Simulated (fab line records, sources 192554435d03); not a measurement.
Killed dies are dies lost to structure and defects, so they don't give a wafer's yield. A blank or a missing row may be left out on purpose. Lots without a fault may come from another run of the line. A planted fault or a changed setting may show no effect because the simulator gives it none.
Chamber matching | flow n5_finfet | N5_BEOL_M4_STRIP_19 on rie_diel-06: 4 sister chambers
The step strips in O2. 4 wafers are shown with their chamber, then 7 later ones without.

WAFERS WITH THEIR CHAMBER
wafer  | chamber | drypump_motor_current_A (A)
L085.3 | 0       | 5.2
L085.6 | 1       | 5.6
L086.2 | 3       | 5.0
L086.3 | 2       | 5.6

WAFERS WITHOUT THEIR CHAMBER
wafer  | drypump_motor_current_A (A)
L086.5 | 5.6
L090.4 | 5.5
L090.5 | 5.5
L090.6 | 5.2
L093.1 | 4.9
L093.2 | 5.6
L093.6 | 4.9

WHICH CHAMBER EACH WENT THROUGH
wafer  | from the rows above     | in truth
L086.5 | can't be placed: 1 or 2 | 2
L090.4 | can't be placed: 1 or 2 | 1
L090.5 | can't be placed: 1 or 2 | 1
L090.6 | 0                       | 0
L093.1 | 3                       | 3
L093.2 | can't be placed: 1 or 2 | 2
L093.6 | 3                       | 3
Placed correctly: 3 of 7. Can't be placed from these rows: 4 (the true chamber is among the candidates in 4). Placed wrongly: 0.
How it was worked out, from the rows above alone: a wafer's distance from a chamber is the root of the sum, over the readings, of the square of ((its reading less the chamber's mean) divided by the reading's scatter). The wafer belongs to the nearest chamber; if the next one is less than 2 further off, it can't be placed. A chamber's mean is the mean of its shown wafers. The scatter: with one shown wafer a chamber, the root of the mean of the squares of how far each hidden wafer lies from its nearest shown one.
